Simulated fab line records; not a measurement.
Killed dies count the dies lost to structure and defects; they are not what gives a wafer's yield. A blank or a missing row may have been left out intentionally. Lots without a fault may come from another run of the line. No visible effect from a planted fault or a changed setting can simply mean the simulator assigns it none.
A single fault, viewed from 2 desks :: flow nand_harc :: only its own numbers are on each desk; what lay behind them is given at the end

THE METROLOGY DESK
Means of the sampled wafers that have a number, per lot and without regard to the tool the lot ran on: this is what the gauges read. The brackets show how far a lot's mean lies from the usual mean; more than 4 standard deviations puts the lot out of limits, marked OUT.
Columns: A = cd_nm at NHARC_P_M0_CD_MEAS_09, usual 89.6 nm
lot: L488
first seen here: day 6 04:28
A: 89.6

lot: L489
first seen here: day 6 10:16
A: 89.8

lot: L491
first seen here: day 7 19:38
A: 89.3

lot: L494
first seen here: day 8 11:00
A: 89.3

lot: L495
first seen here: day 9 08:50
A: 89.6

lot: L497
first seen here: day 10 04:19
A: 90.1

lot: L498
first seen here: day 10 05:25
A: 89.2

lot: L500
first seen here: day 10 19:49
A: 89.5

lot: L499
first seen here: day 10 21:11
A: 90.1

lot: L502
first seen here: day 12 07:10
A: 90.2

lot: L509
first seen here: day 14 17:07
A: 82.4 (-10) OUT

lot: L510
first seen here: day 15 05:13
A: 82.4 (-10) OUT

lot: L511
first seen here: day 15 12:11
A: 89.8
This desk's finding: out of limits on L509, L510; first on L509, day 14 17:07 (cd_nm at NHARC_P_M0_CD_MEAS_09). L488, L489, L491, L494, L495, L497, L498, L500, L499, L502, L511 stayed within limits.

FOR THE TOOL OWNER'S DESK: litho_track-01
The tool's own readings at NHARC_P_M0_PEB_07 (peb time 65 s): means of the sampled wafers that have a number, for each lot that ran on this tool. The brackets show how far a lot's mean lies from the usual mean; more than 4 standard deviations puts the lot out of limits, marked OUT.
Columns: A = heater_power_total_W at NHARC_P_M0_PEB_07, usual 156.6 W; B = plate_temp_C at NHARC_P_M0_PEB_07, usual 99.98 C
lot: L497
first seen here: day 10 04:14
A: 156.5
B: 99.93

lot: L498
first seen here: day 10 05:20
A: 156.8
B: 99.90

lot: L499
first seen here: day 10 21:06
A: 156.7
B: 100.04

lot: L502
first seen here: day 12 07:05
A: 156.7
B: 99.90

lot: L509
first seen here: day 14 17:02
A: 152.1 (-11) OUT
B: 97.94 (-15) OUT

lot: L510
first seen here: day 15 05:08
A: 152.7 (-9.6) OUT
B: 98.09 (-14) OUT
This desk's finding: out of limits on L509, L510; first on L509, day 14 17:02 (heater_power_total_W at NHARC_P_M0_PEB_07). L497, L498, L499, L502 stayed within limits.

TAKEN TOGETHER
On L509, L510, at day 14 17:02, an alarm was possible from the tool owner's desk.
On L509, L510, the metrology desk was in a position to raise an alarm at day 14 17:07.
NHARC_P_M0_PEB_07 was run on litho_track-01 by each of the lots named.

WHAT HAD BEEN PUT IN BY THE SIMULATOR
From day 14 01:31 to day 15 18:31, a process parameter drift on litho_track-01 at NHARC_P_M0_PEB_07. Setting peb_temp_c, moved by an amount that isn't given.
Shown lots that were struck: L509, L510.
Delay (hours) between the fault's onset and each desk's first out-of-limits reading: 16 at the tool owner's desk, 16 at the metrology desk.
